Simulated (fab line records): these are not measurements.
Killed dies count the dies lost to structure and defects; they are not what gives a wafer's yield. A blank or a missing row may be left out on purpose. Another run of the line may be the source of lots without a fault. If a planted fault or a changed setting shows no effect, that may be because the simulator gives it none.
fab line records    flow n5Finfet
record lots=9  wafers=27  lastDay=20
route steps=1938 shown FIN_SAQP@140 BEOL_M4@1111 PASSIVATION@1936
lots that met no fault: taken from a fault-free run of the same line
startH: the number of hours between the record's first day and the start of the first shown wafer of the lot    waitH: hours from the lot's prior step to this one    " repeats the value in the row above    L1.1+2: one row covering several wafers at once    - value missing, or start not given    * or withheld: withheld    < > ~ a bound
route shown NAME@n: a module of which the file shows steps, and the number in the route of the first    usual: mean/standard deviation of fault-free wafers    same: alike in all rows    chamber/n: place in a boat    sites: each site's reading    _std_site: standard deviation of those values    _edge_site: inner sites' mean taken away from outer sites' mean    radiusMm: for every site, how far away it sits from the centre of the wafer    mask NAME#n: copy n    behind: the last tool/chamber to shape the wafer    hold: what put the lot on hold/how long, in hours/how the hold closed    device: the n, p or np transistor that did not switch    end of line: at the end of the route, the tests of the same wafers    a step with no rows: only its recipe    killed: at the first sort, the dies lost to defects and structure; wafer yield is something else    map: the dies of a wafer, with x for killed, . for not killed, _ for no die there
set.NAME: setting as actually run; set.NAME@STEP: the setting as run at that earlier step    model.NAME: the simulator's own value behind a step, which no gauge read
one table for each step of the route and one row for each wafer, over a sample of lots
services: from which hour (startH, from the record's first day; less than 0 if before it) a tool's chamber was out of use, for how many hours, and why
## steps
# step N5_FIN_SAQP_MANDREL2_REMOVE_60
# recipe chemistry=HBr/Cl2/O2  btTimeS=10  target=a-Si  stopOn=SiNx  endpoint=OES-SiCl  overEtchFrac=1  icpW=600  biasW=22  HBr_flow_sccm=150  Cl2_flow_sccm=80  O2_flow_sccm=5  pressureMtorr=10
# usual drypumpMotorCurrentA=5.8/0.38  oesProductAu=0.998/0.011  rfFwdPowerW=596.7/2.2  throttleValvePct=36.66/0.27
lot.wafer  tool      chamber  startH  waitH  drypumpMotorCurrentA  oesProductAu  rfFwdPowerW  rfHoursCounterH  throttleValvePct
L315.2     rieSi-06  1        26.27   0.1    5.8                   0.993         598.8        16               36.85
L315.3     "         3        "       "      5.1                   0.997         595.9        74               36.68
L315.5     "         1        "       "      5.9                   0.997         600.5        -                36.84
L318.4     rieSi-01  2        43.68   0.1    5.5                   1.023         601.4        -                36.98
L318.5     "         1        "       "      5.4                   1.009         596.7        -                36.39
L318.6     "         0        "       "      5.5                   1.007         594.1        -                36.30
L324.2     rieSi-03  0        81.28   0.1    5.9                   0.994         595.5        120              36.43
L324.5     "         0        "       "      5.9                   0.991         592.3        -                36.42
L324.6     "         1        "       "      6.1                   0.999         595.1        -                36.99
L326.1     rieSi-03  2        91.59   0.1    6.2                   0.985         595.6        39               36.87
L326.2     "         1        "       "      6.1                   0.994         599.8        21               36.99
L326.5     "         3        "       "      5.4                   0.976         597.2        -                36.69
L327.2     rieSi-01  3        98.34   0.1    6.0                   0.995         593.2        145              36.92
L327.4     "         1        "       "      5.5                   0.995         598.0        3                36.40
L327.6     "         2        "       "      5.5                   1.011         594.0        -                36.98
L328.2     rieSi-03  2        104.09  0.1    6.2                   0.988         597.1        39               36.87
L328.5     "         2        "       "      6.1                   0.992         595.5        -                36.88
L328.6     "         1        "       "      6.1                   0.997         596.6        -                36.99
L336.1     rieSi-06  1        152.16  0.1    5.8                   0.986         595.3        18               36.83
L336.4     "         3        "       "      5.1                   1.005         597.7        76               36.69
L336.5     "         0        "       "      6.5                   0.991         596.7        -                36.20
L337.1     rieSi-01  0        157.53  0.1    5.5                   0.993         594.3        169              36.28
L337.4     "         1        "       "      5.5                   0.995         596.5        4                36.39
L337.6     "         1        "       "      5.4                   0.995         599.3        -                36.38
L338.1     rieSi-03  2        163.13  0.1    6.1                   0.992         597.9        40               36.88
L338.4     "         3        "       "      5.4                   0.993         595.2        -                36.69
L338.6     "         1        "       "      6.1                   1.004         597.7        -                36.99
# step N5_FIN_SAQP_CD_MEAS_31
# recipe targetCdNm=8  landingEnergyEv=1000  detector=seInlens  polarity=line
# usual cdNm=8.10/0.19
lot.wafer  tool      chamber  startH  waitH  cdNm
L315.2     cdSem-02  0        26.39   0.1    8.29
L315.3     "         0        "       "      8.06
L315.5     "         0        "       "      8.07
L318.4     cdSem-02  0        43.76   0.0    8.15
L318.5     "         0        "       "      7.95
L318.6     "         0        "       "      7.95
L324.2     cdSem-02  0        81.39   0.1    7.76
L324.5     "         0        "       "      8.17
L324.6     "         0        "       "      7.85
L326.1     cdSem-03  0        91.70   0.1    7.89
L326.2     "         0        "       "      8.01
L326.5     "         0        "       "      8.03
L327.2     cdSem-03  0        98.45   0.1    8.24
L327.4     "         0        "       "      7.74
L327.6     "         0        "       "      8.20
L328.2     cdSem-01  0        104.20  0.1    8.58
L328.5     "         0        "       "      8.11
L328.6     "         0        "       "      8.19
L336.1     cdSem-01  0        152.27  0.1    8.19
L336.4     "         0        "       "      7.91
L336.5     "         0        "       "      8.21
L337.1     cdSem-02  0        157.64  0.1    8.23
L337.4     "         0        "       "      7.89
L337.6     "         0        "       "      8.15
L338.1     cdSem-02  0        163.24  0.1    8.19
L338.4     "         0        "       "      8.24
L338.6     "         0        "       "      7.80
# step N5_FIN_SAQP_ETCH_34
# recipe chemistry=C4F6/O2  target=SiO2  targetDepthA=450  timeS=15  ionEnergyEv=250  pressureMtorr=30  sourceW=345  biasW=185  Ar_flow_sccm=300  C4F6_flow_sccm=10  O2_flow_sccm=10  ends=cleared
# usual C4F6_flow_sccm=10.004/0.027  O2_flow_sccm=9.997/0.03  drypumpMotorCurrentA=5.49/0.22  etchRfOnTimeS=15.03/0.18  oesProductAu=0.68/0.071  rfFwdPowerW=336.5/1  rfVppV=668/5.1  showerheadPlenumPTorr=2.86/0.089  throttleValvePct=21.06/0.21
lot.wafer  tool        chamber  startH  waitH  C4F6_flow_sccm  O2_flow_sccm  drypumpMotorCurrentA  etchRfOnTimeS  oesProductAu  rfFwdPowerW  rfHoursCounterH  rfVppV  showerheadPlenumPTorr  throttleValvePct
L315.2     rieDiel-03  2        26.55   0.0    9.950           10.012        5.62                  14.80          0.68          336.4        92               660     2.65                   21.03
L315.3     "           0        "       "      9.985           9.999         5.45                  14.94          0.67          337.9        107              667     2.87                   20.96
L315.5     "           2        "       "      9.962           9.961         5.61                  14.82          0.69          336.9        -                660     2.65                   21.02
L318.4     rieDiel-05  3        43.87   0.0    9.990           10.030        5.62                  15.11          0.57          335.8        239              669     2.92                   21.18
L318.5     "           3        "       "      10.009          9.990         5.60                  15.11          0.58          336.7        -                669     2.92                   21.17
L318.6     "           2        "       "      10.009          10.062        5.89                  15.31          0.64          334.8        -                675     2.86                   20.89
L324.2     rieDiel-06  2        81.50   0.0    9.958           10.017        5.25                  15.05          0.64          338.5        156              674     2.85                   20.79
L324.5     "           0        "       "      9.988           9.985         5.56                  15.20          0.65          336.0        -                665     2.74                   21.20
L324.6     "           3        "       "      9.956           9.986         5.30                  15.00          0.71          335.8        -                672     2.88                   21.14
L326.1     rieDiel-05  0        91.82   0.0    10.010          10.009        5.11                  15.13          0.65          337.1        137              662     2.96                   21.30
L326.2     "           2        "       "      10.010          10.011        5.90                  15.19          0.64          336.6        167              675     2.85                   20.92
L326.5     "           3        "       "      10.021          9.944         5.60                  15.00          0.85          335.9        -                668     2.92                   20.89
L327.2     rieDiel-06  1        98.57   0.0    10.018          9.984         5.86                  14.79          0.71          337.1        60               669     2.90                   20.64
L327.4     "           2        "       "      10.020          9.941         5.28                  14.84          0.64          336.6        162              672     2.85                   20.81
L327.6     "           0        "       "      10.023          9.997         5.56                  15.13          0.65          336.7        -                666     2.74                   21.19
L328.2     rieDiel-03  1        104.38  0.0    9.970           10.005        5.46                  15.01          0.80          338.0        14               676     2.90                   20.63
L328.5     "           2        "       "      10.021          9.959         5.60                  15.14          0.66          337.1        -                658     2.64                   21.05
L328.6     "           1        "       "      9.983           10.037        5.46                  14.87          0.82          336.8        -                675     2.90                   20.60
L336.1     rieDiel-06  0        152.39  0.0    10.031          10.029        5.52                  14.92          0.64          335.9        172              665     2.73                   21.25
L336.4     "           2        "       "      10.010          10.001        5.26                  14.95          0.62          339.5        184              674     2.84                   20.84
L336.5     "           3        "       "      9.984           9.977         5.34                  14.93          0.68          335.0        -                672     2.87                   21.17
L337.1     rieDiel-03  1        157.75  0.0    10.029          10.005        5.46                  14.87          0.78          336.3        33               674     2.89                   20.66
L337.4     "           3        "       "      10.040          9.995         5.30                  14.91          0.75          337.8        40               668     2.89                   21.25
L337.6     "           3        "       "      10.047          10.004        5.30                  14.87          0.74          337.3        -                666     2.89                   21.24
L338.1     rieDiel-05  3        163.36  0.0    10.026          10.014        5.59                  14.84          0.79          336.9        25               669     2.91                   20.92
L338.4     "           0        "       "      9.958           9.974         5.12                  14.87          0.64          335.7        160              661     2.95                   21.35
L338.6     "           0        "       "      9.972           9.978         5.11                  14.98          0.64          336.8        -                660     2.95                   21.33
# step N5_FIN_SAQP_FIN_ETCH_36
# recipe chemistry=HBr/Cl2/O2  targetDepthA=1200  maskMaterial=SiNx  timeS=50.4  biasW=102  pressureMtorr=10  icpW=800  HBr_flow_sccm=150  Cl2_flow_sccm=80  O2_flow_sccm=12
# usual HBr_flow_sccm=149.9/0.42  O2_flow_sccm=12.01/0.033  drypumpMotorCurrentA=5.8/0.35  oesProductAu=0.998/0.013  rfFwdPowerW=795/3  throttleValvePct=35.98/0.28
lot.wafer  tool      chamber  startH  waitH  HBr_flow_sccm  O2_flow_sccm  drypumpMotorCurrentA  oesProductAu  rfFwdPowerW  rfHoursCounterH  throttleValvePct
L315.2     rieSi-01  2        26.78   0.0    149.4          12.01         5.5                   1.012         800          7                36.30
L315.3     "         0        "       "      150.0          12.05         5.5                   0.994         795          -                35.60
L315.5     "         0        "       "      150.6          12.01         5.5                   0.993         791          -                35.62
L318.4     rieSi-03  0        44.09   0.0    150.2          11.97         5.9                   0.987         792          119              35.76
L318.5     "         2        "       "      150.3          11.99         6.1                   0.990         796          -                36.19
L318.6     "         1        "       "      150.4          12.05         6.1                   1.012         801          -                36.30
L324.2     rieSi-03  2        81.72   0.0    150.1          12.00         6.2                   0.992         794          38               36.18
L324.5     "         2        "       "      149.7          12.02         6.1                   0.991         795          -                36.20
L324.6     "         3        "       "      150.1          11.99         5.4                   0.986         796          -                36.00
L326.1     rieSi-06  1        92.04   0.0    -              -             -                     -             -            -                -
L326.2     "         2        "       "      -              -             -                     -             -            -                -
L326.5     "         0        "       "      -              -             -                     -             -            -                -
L327.2     rieSi-06  2        98.79   0.0    -              -             -                     -             -            -                -
L327.4     "         1        "       "      -              -             -                     -             -            -                -
L327.6     "         1        "       "      -              -             -                     -             -            -                -
L328.2     rieSi-01  3        104.59  0.0    149.7          12.00         6.0                   1.002         797          145              36.21
L328.5     "         0        "       "      150.2          12.02         5.5                   0.995         793          -                35.60
L328.6     "         1        "       "      149.7          12.02         5.4                   1.018         802          -                35.67
L336.1     rieSi-03  2        152.61  0.0    149.7          11.93         6.2                   0.983         793          40               36.20
L336.4     "         3        "       "      150.6          12.00         5.4                   0.986         793          99               36.01
L336.5     "         0        "       "      150.0          11.98         5.9                   0.976         793          -                35.76
L337.1     rieSi-06  0        157.97  0.0    150.1          12.02         6.5                   1.006         795          55               35.50
L337.4     "         2        "       "      149.7          11.98         6.0                   0.998         796          132              36.09
L337.6     "         0        "       "      149.8          11.96         6.5                   1.001         792          -                35.52
L338.1     rieSi-01  2        163.58  0.0    149.7          11.99         5.5                   1.008         798          10               36.29
L338.4     "         0        "       "      149.4          11.95         5.5                   0.990         794          169              35.61
L338.6     "         2        "       "      149.8          12.02         5.5                   1.013         799          -                36.27
# step N5_FIN_SAQP_OCD_MEAS_76
# usual trenchDepthNm=120.2/1.3
lot.wafer  tool    chamber  startH  waitH  trenchDepthNm
L315.2     ocd-01  -        27.05   0.0    119.9
L315.3     "       -        "       "      119.3
L315.5     "       -        "       "      119.9
L318.4     ocd-02  -        44.31   0.0    120.0
L318.5     "       -        "       "      119.9
L318.6     "       -        "       "      121.1
L324.2     ocd-02  -        81.94   0.0    120.6
L324.5     "       -        "       "      119.9
L324.6     "       -        "       "      120.5
L326.1     ocd-02  -        92.25   0.0    0.4
L326.2     "       -        "       "      0.4
L326.5     "       -        "       "      0
L327.2     ocd-02  -        99.01   0.0    0.1
L327.4     "       -        "       "      0
L327.6     "       -        "       "      0
L328.2     ocd-02  -        104.83  0.0    121.0
L328.5     "       -        "       "      120.7
L328.6     "       -        "       "      123.9
L336.1     ocd-02  -        152.83  0.0    119.6
L336.4     "       -        "       "      120.7
L336.5     "       -        "       "      118.3
L337.1     ocd-02  -        158.19  0.0    120.2
L337.4     "       -        "       "      119.7
L337.6     "       -        "       "      120.6
L338.1     ocd-01  -        163.80  0.0    120.2
L338.4     "       -        "       "      119.9
L338.6     "       -        "       "      120.5
# step N5_BEOL_M4_RC_MEAS_101
# usual DIBL_N=36.3/1.2  DIBL_P=36.3/1.4  IOFF_N=0.160/0.02  IOFF_P=0.210/0.025  ION_N=675/9.5  ION_P=462/7  SS_N=71.5/0.53  SS_P=73.4/0.55  VT_N=249.5/2.6  VT_P=-250.1/2.9
lot.wafer  tool       chamber  startH  waitH  DIBL_N[mV/V]  DIBL_P[mV/V]  IOFF_N[nA/um]  IOFF_P[nA/um]  ION_N[uA/um]  ION_P[uA/um]  SS_N[mV/dec]  SS_P[mV/dec]  VT_N[mV]  VT_P[mV]
L315.2     prober-01  0        195.54  0.2    36.1          36.3          0.164          0.226          678           466           71.2          72.9          249.9     -248.1
L315.3     "          0        "       "      35.3          35.3          0.164          0.217          682           462           71.3          73.2          249.6     -246.8
L315.5     "          0        "       "      34.3          34.0          0.140          0.194          667           458           70.9          73.2          252.4     -250.2
L318.4     prober-01  0        210.98  0.5    35.4          37.2          0.147          0.184          676           449           71.5          72.9          252.4     -253.0
L318.5     "          0        "       "      35.3          36.7          0.145          0.182          670           456           71.5          73.2          252.5     -253.3
L318.6     "          0        "       "      35.5          36.8          0.142          0.176          670           454           72.1          73.9          255.6     -251.6
L324.2     prober-02  0        247.90  0.2    36.4          35.8          0.157          0.224          671           462           71.4          72.4          251.7     -247.5
L324.5     "          0        "       "      34.4          34.2          0.134          0.198          666           465           70.9          72.1          250.7     -250.9
L324.6     "          0        "       "      34.4          33.7          0.129          0.191          661           461           71.1          72.8          250.5     -251.9
L328.2     prober-01  0        290.49  0.2    37.2          37.4          0.169          0.239          684           459           72.5          73.6          247.4     -250.6
L328.5     "          0        "       "      37.8          37.3          0.180          0.244          679           466           72.3          73.9          245.2     -247.5
L328.6     "          0        "       "      37.4          37.1          0.168          0.236          679           470           71.8          72.7          250.2     -246.4
L336.1     prober-01  0        344.62  0.0    36.0          36.6          0.165          0.215          682           462           71.3          73.0          247.6     -251.8
L336.4     "          0        "       "      35.2          35.6          0.144          0.190          674           462           70.7          73.1          250.9     -250.1
L336.5     "          0        "       "      35.2          35.0          0.141          0.183          679           466           71.6          73.3          252.5     -251.1
L338.1     prober-01  0        356.00  0.0    33.8          35.9          0.157          0.187          675           459           70.8          73.3          248.4     -252.7
L338.4     "          0        "       "      35.6          36.3          0.190          0.194          668           452           71.2          73.7          248.9     -254.3
L338.6     "          0        "       "      36.2          37.2          0.183          0.204          668           452           71.7          74.0          250.5     -252.4
L337.1     prober-02  0        363.29  0.0    35.3          36.4          0.154          0.208          679           472           71.6          72.7          247.8     -249.9
L337.4     "          0        "       "      34.8          34.8          0.143          0.183          683           466           70.8          72.7          248.7     -250.5
L337.6     "          0        "       "      34.6          35.8          0.151          0.206          691           466           71.3          72.1          250.1     -247.9
# step N5_PASSIVATION_PROBE_49
# usual killed_at_M0_to_M3=36/11  killed_at_M4_up=13/5.1  killedAtContacts=14/4.9  killedAtFrontEnd=41/10  killedAtOther=3.4/2.6  killedDies=107/16  killedOnRim=14/4  killedOpen=70/11  killedShort=36/7.8
# same grossDies=1180  killedAtBackSide=0
lot.wafer  tool       chamber  startH  waitH  killed_at_M0_to_M3  killed_at_M4_up  killedAtContacts  killedAtFrontEnd  killedAtOther  killedDies  killedOnRim  killedOpen  killedShort
L326.1     prober-01  -        385.14  0.0    33                  12               10                1120              5              1180        152          83          44
L326.2     prober-01  -        385.19  0.1    44                  19               22                1092              3              1180        152          100         41
L326.5     prober-01  -        385.34  0.2    20                  20               14                1123              3              1180        152          78          27
L327.2     prober-02  -        393.96  0.1    42                  16               16                1103              3              1180        152          81          40
L327.4     prober-02  -        394.06  0.2    34                  11               11                1120              4              1180        152          61          28
L327.6     prober-02  -        394.16  0.3    49                  14               8                 1109              0              1180        152          71          34
L328.2     prober-01  -        395.95  0.1    38                  21               9                 40                5              113         9            73          40
L328.5     prober-01  -        396.10  0.2    46                  18               18                34                7              123         14           78          44
L328.6     prober-01  -        396.15  0.3    43                  12               8                 53                4              120         12           68          51
L336.1     prober-02  -        465.10  0.2    45                  10               8                 35                1              99          11           63          34
L336.4     prober-02  -        465.25  0.3    41                  5                9                 37                3              95          8            57          38
L336.5     prober-02  -        465.30  0.4    60                  7                21                29                0              117         17           86          31
L337.1     prober-01  -        479.05  0.0    50                  18               6                 51                0              125         18           96          28
L337.4     prober-01  -        479.20  0.2    52                  18               9                 41                4              124         19           70          50
L337.6     prober-01  -        479.30  0.3    54                  16               8                 41                1              120         17           69          48
# killed by level:class
L326.1 FIN_SAQP:areaEtch=1052 FIN_SAQP:geometricParticle:open=23 FIN_SAQP:geometricParticle:short=10 STI_FIN_REVEAL:geometricParticle:open=10 MOL_CONTACT_COAG:geometricParticle:open=7 BEOL_M0_SAQP:geometricParticle:short=7 BEOL_M3:geometricParticle:open=7 GATE_CUT:geometricParticle:short=5
L326.2 FIN_SAQP:areaEtch=1038 MOL_CONTACT_COAG:geometricParticle:open=17 STI_FIN_REVEAL:geometricParticle:open=16 BEOL_M0_SAQP:geometricParticle:short=11 BEOL_M2:geometricParticle:open=11 FIN_SAQP:geometricParticle:open=9 BEOL_M3:geometricParticle:open=9 BEOL_M4:geometricParticle:open=8
L326.5 FIN_SAQP:areaEtch=1073 STI_FIN_REVEAL:geometricParticle:open=17 MOL_CONTACT_COAG:geometricParticle:open=12 FIN_SAQP:geometricParticle:open=11 BEOL_M4:geometricParticle:open=8 BEOL_M2:geometricParticle:open=6 STARTING-WAFER:geometricParticle:short=6 ILD0:geometricParticle:open=4
L327.2 FIN_SAQP:areaEtch=1059 MOL_CONTACT_COAG:geometricParticle:open=14 FIN_SAQP:geometricParticle:open=10 BEOL_M1:geometricParticle:open=8 BEOL_M0_SAQP:geometricParticle:short=7 FIN_SAQP:geometricParticle:short=6 GATE_CUT:geometricParticle:open=6 DUMMY_GATE:geometricParticle:open=5
L327.4 FIN_SAQP:areaEtch=1090 MOL_CONTACT_COAG:geometricParticle:open=8 FIN_SAQP:geometricParticle:open=7 FIN_SAQP:geometricParticle:short=6 BEOL_M4:geometricParticle:open=6 BEOL_M0:geometricParticle:open=5 BEOL_M0_SAQP:geometricParticle:short=5 BEOL_M1:geometricParticle:open=5
L327.6 FIN_SAQP:areaEtch=1073 BEOL_M0_SAQP:geometricParticle:open=12 BEOL_M0_SAQP:geometricParticle:short=12 BEOL_M3:geometricParticle:open=10 BEOL_M2:geometricParticle:open=9 STI_FIN_REVEAL:geometricParticle:open=7 FIN_SAQP:geometricParticle:open=5 FIN_SAQP:geometricParticle:short=5
L328.2 FIN_SAQP:geometricParticle:open=14 BEOL_M0_SAQP:geometricParticle:open=11 BEOL_M4:geometricParticle:open=11 FIN_SAQP:geometricParticle:short=9 BEOL_M0_SAQP:geometricParticle:short=8 BEOL_M3:geometricParticle:open=8 MOL_CONTACT_COAG:geometricParticle:open=6 GATE_CUT:geometricParticle:short=5
L328.5 BEOL_M0_SAQP:geometricParticle:open=16 MOL_CONTACT_COAG:geometricParticle:open=13 FIN_SAQP:geometricParticle:short=11 FIN_SAQP:geometricParticle:open=9 BEOL_M0_SAQP:geometricParticle:short=9 BEOL_M3:geometricParticle:open=9 BEOL_M4:geometricParticle:open=7 MOL_CONTACT_COAG:geometricParticle:short=5
L328.6 FIN_SAQP:geometricParticle:short=14 BEOL_M0_SAQP:geometricParticle:open=13 BEOL_M0_SAQP:geometricParticle:short=9 DUMMY_GATE:geometricParticle:open=7 GATE_CUT:geometricParticle:short=7 MOL_CONTACT_COAG:geometricParticle:open=7 FIN_SAQP:geometricParticle:open=6 BEOL_M1:geometricParticle:open=6
L336.1 BEOL_M0_SAQP:geometricParticle:open=11 GATE_CUT:geometricParticle:short=10 BEOL_M2:geometricParticle:open=9 BEOL_M3:geometricParticle:open=8 BEOL_M0_SAQP:geometricParticle:short=6 STI_FIN_REVEAL:geometricParticle:open=5 MOL_CONTACT_COAG:geometricParticle:open=5 BEOL_M1:geometricParticle:open=5
L336.4 BEOL_M3:geometricParticle:open=12 FIN_SAQP:geometricParticle:short=8 BEOL_M0_SAQP:geometricParticle:open=8 BEOL_M0_SAQP:geometricParticle:short=8 GATE_CUT:geometricParticle:short=7 MOL_CONTACT_COAG:geometricParticle:open=7 STI_FIN_REVEAL:geometricParticle:open=6 FIN_SAQP:geometricParticle:open=4
L336.5 BEOL_M1:geometricParticle:open=17 MOL_CONTACT_COAG:geometricParticle:open=15 BEOL_M3:geometricParticle:open=15 BEOL_M0_SAQP:geometricParticle:open=10 GATE_CUT:geometricParticle:short=9 BEOL_M2:geometricParticle:open=8 GATE_CUT:geometricParticle:open=6 MOL_CONTACT_COAG:geometricParticle:short=6
L337.1 FIN_SAQP:geometricParticle:open=15 BEOL_M1:geometricParticle:open=11 BEOL_M3:geometricParticle:open=10 BEOL_M0_SAQP:geometricParticle:open=10 BEOL_M4:geometricParticle:open=8 FIN_SAQP:geometricParticle:short=7 STI_FIN_REVEAL:geometricParticle:open=6 BEOL_M2:geometricParticle:open=6
L337.4 STI_FIN_REVEAL:geometricParticle:open=14 BEOL_M0_SAQP:geometricParticle:short=14 BEOL_M2:geometricParticle:open=11 BEOL_M0_SAQP:geometricParticle:open=7 FIN_SAQP:geometricParticle:short=6 MOL_CONTACT_COAG:geometricParticle:open=5 BEOL_M4:geometricParticle:open=5 STI_FIN_REVEAL:geometricParticle:short=4
L337.6 FIN_SAQP:geometricParticle:short=15 BEOL_M0_SAQP:geometricParticle:short=14 BEOL_M2:geometricParticle:open=12 BEOL_M0_SAQP:geometricParticle:open=10 BEOL_M4:geometricParticle:open=10 BEOL_M1:geometricParticle:open=9 FIN_SAQP:geometricParticle:open=5 DUMMY_GATE:geometricParticle:open=5
## services
tool        chamber  startH  hours  kind
rieDiel-05  1        5.36    16.8   repair
rieSi-01    3        5.45    46.2   repair
rieDiel-03  1        7.60    22.4   repair
rieDiel-06  -        13.12   2.8    pm
rieDiel-05  -        20.76   2.8    pm
rieSi-01    1        22.86   4.7    repair
rieDiel-05  -        24.93   0.3    repair
rieDiel-03  3        29.95   -      clean
rieDiel-03  3        29.95   -      consumableReplace:focusRing
rieDiel-03  3        29.95   19.5   scheduledDown
rieDiel-03  3        29.95   19.5   ventCycle
rieDiel-03  2        30.72   2.5    repair
rieSi-06    0        36.93   2.3    repair
rieSi-01    -        40.80   0.2    repair
rieDiel-03  2        52.97   7.7    repair
rieSi-01    1        57.50   3.5    repair
rieSi-03    3        89.36   2.0    repair
rieSi-03    -        95.23   0.8    repair
rieSi-03    -        110.33  0.7    repair
rieDiel-06  1        110.57  8.0    repair
rieSi-01    -        115.94  0.4    repair
rieSi-01    0        140.30  7.5    repair
rieSi-01    1        147.26  3.2    repair
rieSi-03    0        162.03  6.1    repair
## key
firstSign step=N5_FIN_SAQP_FIN_ETCH_36  reading=toolRecord  direction=missing
effect step=N5_FIN_SAQP_OCD_MEAS_76  reading=trenchDepthNm  direction=down  sigmas=91  usual=120.2  struck=0.2
effect step=N5_PASSIVATION_PROBE_49  reading=killedAtFrontEnd  direction=up  sigmas=99+  usual=41  struck=1111
moreKillsBornAt N5_FIN_SAQP_FIN_ETCH_36@rieSi-06=6384
metAt N5_FIN_SAQP_FIN_ETCH_36
struckLots L326,L327
laterRowsLeftOut L326.1,L326.2,L326.5,L327.2,L327.4,L327.6
testerLeftOut L326,L327
notActingAt N5_FIN_SAQP_MANDREL2_REMOVE_60,N5_FIN_SAQP_CD_MEAS_31,N5_FIN_SAQP_ETCH_34
fault kind=skippedStepWhole  tool=rieSi-06  chamber=-  onsetH=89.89  steps=N5_FIN_SAQP_FIN_ETCH_36  scope=struckLotsOnly
# testerLeftOut: of these lots the tester's yield and bins aren't shown, on N5 and GAA mostly nor the transistor test; their killed dies are dies lost to structure and defects alone, not to doping, threshold or leakage, so they don't give the yield
# laterRowsLeftOut: the simulator's readings of these wafers behind a module that went badly wrong aren't trusted and aren't shown, but for the sort
